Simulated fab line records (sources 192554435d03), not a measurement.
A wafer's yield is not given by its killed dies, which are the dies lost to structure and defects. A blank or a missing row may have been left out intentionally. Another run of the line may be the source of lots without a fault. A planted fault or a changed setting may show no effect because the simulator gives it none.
Which of the tools did it? + flow n5 finfet + at 1 step of a route of 1938, 10 lots with 28 wafers sampled

## WHAT THE GAUGES READ, wafer by wafer
N5_DUMMY_REMOVAL_INSPECT_06: inspects for defects (brightfield).
| lot  | measured    | on                | raw defect count |
|------|-------------|-------------------|------------------|
| L668 | day 4 01:21 | defect inspect-02 | 17 15 18         |
| L669 | day 4 12:34 | defect inspect-02 | 10 7 12          |
| L670 | day 4 15:02 | defect inspect-02 | 2 7 5            |
| L671 | day 4 18:50 | defect inspect-01 | 6 7 19           |
| L672 | day 5 01:19 | defect inspect-01 | 11 13 9          |
| L675 | day 5 17:48 | defect inspect-02 | 16 2             |
| L681 | day 7 05:08 | defect inspect-01 | 14 17            |
| L683 | day 7 15:54 | defect inspect-01 | 19 16 13         |
| L686 | day 8 11:17 | defect inspect-02 | 12 5 7           |
| L689 | day 9 04:43 | defect inspect-01 | 14 8 10          |

## TOOL THAT RAN EACH LOT (tool first, then ch and the chambers of the sampled wafers, then the start)
The record holds no process step before these readings.

## THE ANSWER, worked out from the rows above alone
Rule: what is usual is taken from the lots themselves. The widest of any qualifying gaps counts: lots, ordered by their means at a reading, are off when they make up no more than a third of the lots, leave a main group of 4 or more, and stand apart from it by 3 or more times the standard deviation of that group's means. A main group is skipped when, at the precision printed for the reading in the tables above, its means are all equal. Also off: a lot with no number at a reading for which 4 or more lots have one. All remaining lots with rows at the step are treated as sound.
No lot is off on any of the readings shown, so nothing can be concluded from this.

## WHAT THE SIMULATOR PUT IN
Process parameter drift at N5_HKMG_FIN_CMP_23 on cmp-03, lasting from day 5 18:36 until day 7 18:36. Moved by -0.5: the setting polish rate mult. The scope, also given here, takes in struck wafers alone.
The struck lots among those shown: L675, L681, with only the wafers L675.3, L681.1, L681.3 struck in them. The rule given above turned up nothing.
